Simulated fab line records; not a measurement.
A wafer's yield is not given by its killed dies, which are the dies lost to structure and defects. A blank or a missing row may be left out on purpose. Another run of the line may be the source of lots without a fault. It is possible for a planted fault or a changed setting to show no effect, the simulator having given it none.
fab line records -- flow n5-finfet
[record] lots = 4, wafers = 12, last-day = 19
route steps=1938 shown MIM_BOT_LITHO@1856 MIM_BOT_ETCH@1866 PASS1_CAP@1873 TV_LITHO@1875 PASSIVATION@1936
lots that met no fault: from a run of the same line without faults
start-h: hours from the record's opening day to when the first of the lot's shown wafers began -- wait-h: time in hours since the lot's previous step -- " unchanged from the row above -- L1.1+2: several wafers, shown together as one row -- - either no value or no given start -- * or withheld: withheld -- < > ~ a bound
route shown NAME@n: NAME is a module with steps in the file, n the number in the route of the first one -- usual: average and standard deviation across the fault-free wafers -- same: alike in all rows -- chamber/n: place in a boat -- sites: the reading at each site -- _std_site: how widely they spread, as a standard deviation -- _edge_site: mean of outer sites minus mean of inner sites -- radius-mm: how far each site lies from the wafer's centre -- mask NAME#n: copy n -- behind: the tool/chamber that last shaped the wafer -- hold: cause of the lot's hold/its duration in hours/its outcome -- device: which transistor (n, p or np) failed to switch -- end of line: tests of these same wafers at the route's end -- step lacking rows: just its recipe -- killed: at the first sort, the dies lost to defects and structure; wafer yield is something else -- map: per-die view of a wafer (x killed, . not killed, _ where there is no die)
set.NAME: setting as actually run; set.NAME@STEP: the setting as run at that earlier step -- model.NAME: the simulator's own value behind a step, which no gauge read
lots at some steps of the route; a table a step, a row a wafer
services: when a tool's chamber went out of use (start-h, in hours from the record's first day, below 0 if earlier), for how many hours, and the reason
[[steps]]
[step N5_MIM_BOT_LITHO_EBR_04]
[recipe] solvent = PGMEA, ebr-width-mm = 1.5
[step N5_MIM_BOT_LITHO_SOFTBAKE_03]
[recipe] temp-c = 100, time-s = 90
[step N5_MIM_BOT_LITHO_EXPOSE_05]
[recipe] mask-id = MIM_BOT, na = 0.55, source-shape = conventional, sigma-outer = 0.8, polarization = unpolarized, dose-mj = 24.25
[step N5_MIM_BOT_LITHO_PEB_06]
[recipe] peb-temp-c = withheld, peb-time-s = *
[step N5_MIM_BOT_LITHO_DEVELOP_07]
[recipe] develop-time-s = 60, rinse-liquid = diw, dry = air-spin, dev-temp-c = 21
[step N5_MIM_BOT_LITHO_HARDBAKE_09]
[recipe] temp-c = 130, time-s = 120
[step N5_MIM_BOT_LITHO_DESCUM_10]
[recipe] chemistry = O2, time-s = 7.9, source-power-w = 50, bias-power-w = 20, pressure-mtorr = 20, rf-frequency-hz = 2.712e+07, temp-c = 40, o2-flow-sccm = 225
[step N5_MIM_BOT_ETCH_ETCH_04]
[recipe] chemistry = CF4/O2, target = SiNx, target-depth-a = 260, time-s = 13, ion-energy-ev = 100, pressure-mtorr = 40, source-w = 535, bias-w = 49, Ar_flow_sccm = 100, cf4-flow-sccm = 100, O2_flow_sccm = 10
[step N5_MIM_BOT_ETCH_ETCH_03]
[recipe] chemistry = Cl2/BCl3, target-depth-a = 120, pressure-mtorr = 8, icp-w = 800, bias-w = 100, Cl2_flow_sccm = 20, bcl3-flow-sccm = 80
[step N5_MIM_BOT_ETCH_ETCH_00]
[recipe] chemistry = Cl2/BCl3, target = TiN, target-depth-a = 455, ion-energy-ev = 150, pressure-mtorr = 10, icp-w = 1000, bias-w = 126, Cl2_flow_sccm = 53.25, bcl3-flow-sccm = 21.75, Ar_flow_sccm = 25
[usual] bcl3-flow-sccm = 21.74/0.063, bias-w = 126.0/0.4, drypump-motor-current-A = 5.6/0.37, oes-product-au = 0.83/0.1, throttle-valve-pct = 22.13/0.13
lot.wafer,tool,chamber,start-h,wait-h,bcl3-flow-sccm,bias-w,drypump-motor-current-A,oes-product-au,rf-hours-counter-h,throttle-valve-pct
L263.1,rie-metal-01,0,306.13,0.1,21.76,125.7,6.1,0.89,18,22.25
L263.2,rie-metal-01,1,306.13,0.1,21.74,126.8,5.1,0.86,23,22.23
L263.5,rie-metal-01,1,306.13,0.1,21.71,126.4,5.1,0.85,-,22.23
L268.3,rie-metal-01,1,348.18,0.1,21.74,126.1,5.1,0.83,-,22.24
L268.4,rie-metal-01,0,348.18,0.1,21.69,126.4,6.1,0.87,-,22.25
L268.6,rie-metal-01,0,348.18,0.1,21.79,126.4,6.1,0.87,-,22.24
L269.2,rie-metal-01,0,353.09,0.1,21.68,125.2,6.1,0.87,22,22.24
L269.3,rie-metal-01,1,353.09,0.1,21.71,125.9,5.1,0.84,-,22.23
L269.6,rie-metal-01,1,353.09,0.1,21.76,126.1,5.1,0.84,-,22.25
L277.2,rie-metal-01,0,437.68,0.1,21.63,126.1,6.0,0.83,30,22.28
L277.5,rie-metal-01,1,437.68,0.1,21.73,125.7,5.1,0.82,-,22.25
L277.6,rie-metal-01,0,437.68,0.1,21.78,125.9,6.1,0.83,-,22.27
[step N5_MIM_BOT_ETCH_STRIP_01]
[recipe] chemistry = O2, power-w = 600, temp-c = 60, pressure-mtorr = 30, rf-frequency-hz = 6e+07, bias-power-w = 0, overash-fraction = 0.5, o2-flow-sccm = 225
[step N5_MIM_BOT_ETCH_STRIP_02]
[recipe] chemistry = post-etch-residue-remover, time-s = 1200, temp-c = 72.5
[step N5_MIM_BOT_ETCH_CLEAN_05]
[recipe] chemistry = IPA, time-s = 180, temp-c = 25
[step N5_MIM_BOT_ETCH_SRD_06]
[recipe] dry = ipa-marangoni, time-s = 30, temp-c = 23, rinse-liquid = diw
[step N5_PASSIVATION_PECVD_55]
[recipe] material = SiO2, target-thk-a = 4000, temp-c = 400, precursor = SiH4/N2O, pressure-torr = 2.7, rf-w = 608, time-s = 22.5
[step N5_PASSIVATION_PECVD_01]
[recipe] material = SiNx, target-thk-a = 2000, temp-c = 400, precursor = SiH4/NH3/N2, pressure-torr = 4.9, rf-w = 1406, time-s = 43.2
[step N5_PASSIVATION_HMDS_03]
[recipe] time-s = 60, temp-c = 120
[step N5_PASSIVATION_COAT_04]
[recipe] spin-rpm = *, resist-thk-nm = *
[step N5_PASSIVATION_EBR_06]
[recipe] solvent = PGMEA, ebr-width-mm = 1.5
[step N5_PASSIVATION_SOFTBAKE_05]
[recipe] temp-c = 100, time-s = 90
[step N5_PASSIVATION_EXPOSE_07]
[recipe] mask-id = TV, na = 0.55, source-shape = conventional, sigma-outer = 0.8, polarization = unpolarized, defocus-nm = 0, target-cd-nm = 3000, dose-mj = 22.75
[step N5_PASSIVATION_PEB_08]
[recipe] peb-temp-c = withheld, peb-time-s = *
[step N5_PASSIVATION_DEVELOP_09]
[recipe] develop-time-s = 60, rinse-liquid = diw, dry = air-spin, dev-temp-c = 21
[step N5_PASSIVATION_HARDBAKE_11]
[recipe] temp-c = 130, time-s = 120
[step N5_PASSIVATION_INSPECT_61]
[recipe] mode = adi, inspect-instrument = macro
[usual] raw-defect-count = 2.2/1.4
lot.wafer,tool,chamber,start-h,wait-h,raw-defect-count
L263.1,defect-inspect-02,-,307.48,0.0,2
L263.2,defect-inspect-02,-,307.48,0.0,2
L263.5,defect-inspect-02,-,307.48,0.0,2
L268.3,defect-inspect-01,-,350.10,0.0,0
L268.4,defect-inspect-01,-,350.10,0.0,>300
L268.6,defect-inspect-01,-,350.10,0.0,>300
L269.2,defect-inspect-01,-,357.50,0.0,>300
L269.3,defect-inspect-01,-,357.50,0.0,3
L269.6,defect-inspect-01,-,357.50,0.0,3
L277.2,defect-inspect-02,-,443.43,0.0,0
L277.5,defect-inspect-02,-,443.43,0.0,6
L277.6,defect-inspect-02,-,443.43,0.0,1
[step N5_PASSIVATION_DESCUM_12]
[recipe] chemistry = O2, time-s = 7.9, source-power-w = 50, bias-power-w = 20, pressure-mtorr = 20, rf-frequency-hz = 2.712e+07, temp-c = 40, o2-flow-sccm = 225
[step N5_PASSIVATION_PROBE_49]
[usual] defect-limited-yield = 91.0/1.3, killed_at_M0_to_M3 = 33/10, killed_at_M4_up = 14/5.6, killed-at-contacts = 12/5.8, killed-at-front-end = 43/11, killed-at-other = 4.1/2.8, killed-dies = 106/15, killed-open = 70/12, killed-short = 34/7.5, sort_bin_5_function = 5.3/0.88, sort_bin_6_memory = 3.3/0.64, sort_bin_8_speed = 0.00/0.016, sort-n-pass = 1074/15, sort-yield-pct = 91.0/1.3
[same] gross-dies = 1180, killed-at-back-side = 0, sort_bin_4_leakage[%] = 0
lot.wafer,tool,chamber,start-h,wait-h,defect-limited-yield[%],killed_at_M0_to_M3,killed_at_M4_up,killed-at-contacts,killed-at-front-end,killed-at-other,killed-dies,killed-open,killed-short,sort_bin_5_function[%],sort_bin_6_memory[%],sort_bin_8_speed[%],sort-n-pass,sort-yield-pct[%]
L268.4,prober-02,-,357.40,0.2,80.2,24,16,2,40,152,234,58,23,10.7,4.8,0,946,80.2
L268.6,prober-02,-,357.50,0.3,79.2,46,14,13,21,151,245,68,27,12.5,4.0,0,935,79.2
L269.2,prober-01,-,364.91,0.1,79.7,28,11,9,38,154,240,68,24,12.5,4.2,0,940,79.7
// killed by level:class
L268.4 MIM_BOT_ETCH:unspecified=150 STI_FIN_REVEAL:geometric-particle:open=15 BEOL_M4:geometric-particle:open=7 BEOL_M1:geometric-particle:open=5 BEOL_M3:geometric-particle:open=5 FIN_SAQP:geometric-particle:open=4 FIN_SAQP:geometric-particle:short=4 GATE_CUT:geometric-particle:short=4
L268.6 MIM_BOT_ETCH:unspecified=148 BEOL_M2:geometric-particle:open=11 MOL_CONTACT_COAG:geometric-particle:open=10 BEOL_M0_SAQP:geometric-particle:open=8 STI_FIN_REVEAL:geometric-particle:open=7 BEOL_M0_SAQP:geometric-particle:short=7 BEOL_M1:geometric-particle:open=7 BEOL_M3:geometric-particle:open=5
L269.2 MIM_BOT_ETCH:unspecified=148 FIN_SAQP:geometric-particle:open=12 STI_FIN_REVEAL:geometric-particle:open=8 BEOL_M0_SAQP:geometric-particle:open=8 MOL_CONTACT_COAG:geometric-particle:open=7 BEOL_M0_SAQP:geometric-particle:short=7 BEOL_M4:geometric-particle:open=6 DUMMY_GATE:geometric-particle:open=5
// map L268.6 (x killed, . not)
_________________............________________
______________....x....x........_____________
___________...........x........xx..__________
__________x..................x......_________
________....x......................x.._______
_______x..................x.x...x...x..______
______......x...x......x....x.....x.x..._____
_____..............x..x.........xx.......____
____.............................x.x......___
___...........................xx.........x.__
___x...............x...........x..x..x.x...__
__...x...x............x.......xx.xx.xxxx...x_
__............x.....x.x.......xxxxxxxxxx...x_
_..........x.................xxxxxxxxxxxxx...
_.....x........x..........xxxxxxxxxxxxxxxxx..
_...........x..............x.xxxxxxxxxxxxxx..
_.x...........x....x..x.....xxxxxxxxxxxxxxxxx
_.....x....................xxxxxxxxxxxxxx....
_.x...x.....................xxxxxxxxxxxxxx...
_..............x..........xxxxxxxxxxxxxxxx...
_...........x..x...........xx.xxxxxxxxxx.....
__....x....x........xx....x..xxxxxxxxxxx...._
__..xx....xx...x...x.xx......x.xxx.xx.x....._
___...........x........x.x..........x......__
___.................x................x.x...__
____.........x..x.........................___
_____...............x..x.x..x............____
______.................................._____
_______...............x..xx..x.........______
________.x............................_______
__________.........................._________
___________........................__________
______________......x.........x._____________
_________________.......x....________________
// map L269.2 (x killed, . not)
_________________...x........________________
______________....x............._____________
___________...x....................__________
__________......................x..._________
________...x...x...x..x..x..x........._______
_______.....xx.....x........x.....x....______
______.......x.........................._____
_____.xx.......................x.........____
____.........x............................___
___.x.............xx...........x.xx..x...x.__
___..xx.....................x.x..x.........__
__...............................xxx.xx.x..x_
__.......x..x..................xxxxxxx.x.x.x_
_...............x.x.......xxxxxxxxxxxxxxxx...
_..........xx................xxxxxxxxxxxxxx..
_...x.x.....................xxxxxxxxxxxxxxxx.
_......x.....x..x..........xxxxxxxxxxxxxxxx..
_........x.......x.........xxxxxxxxxxxxxxxx..
_..........x................xxxxxxxxxxxxxx...
_.x...x.................xx..x.xxxxxxxxxxx...x
_...........x..........x......xxxxxxxxxxxx..x
__.............x.....x......xx.xxxxxx.x....._
__.....x.x............x.......xxxxxx.xx....._
___....x..................x........x.xxx...__
___.....................................x..__
____......x........x...........x....x.....___
_____...............x....x...............____
______......x.x............x............_____
_______..x.............x...............______
________.x.............x....x........._______
__________x.................x.....x._________
___________x...............x..x....__________
______________.x............x..._____________
_________________......x.....________________
[[services]]
tool,chamber,start-h,hours,kind
rie-metal-01,-,314.71,0.2,repair
[[key]]
[first-sign] step = N5_PASSIVATION_INSPECT_61, reading = raw-defect-count, direction = up, sigmas = 99+, usual = 2.2, struck = >300
[effect] step = N5_PASSIVATION_PROBE_49, reading = killed-at-other, direction = up, sigmas = 52, usual = 4.1, struck = 152.3
[more-kills-born-at] N5_MIM_BOT_ETCH_ETCH_00@rie-metal-01 = 446
met-at N5_MIM_BOT_ETCH_ETCH_00
struck-wafers L268.4,L268.6,L269.2
onset-between 306.13 348.18
[fault] kind = chamber-particle-source, tool = rie-metal-01, chamber = 0, onset-h = 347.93, steps = N5_MIM_BOT_ETCH_ETCH_00, rate-per-visit-cm2 = 1.7104, end-h = 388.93
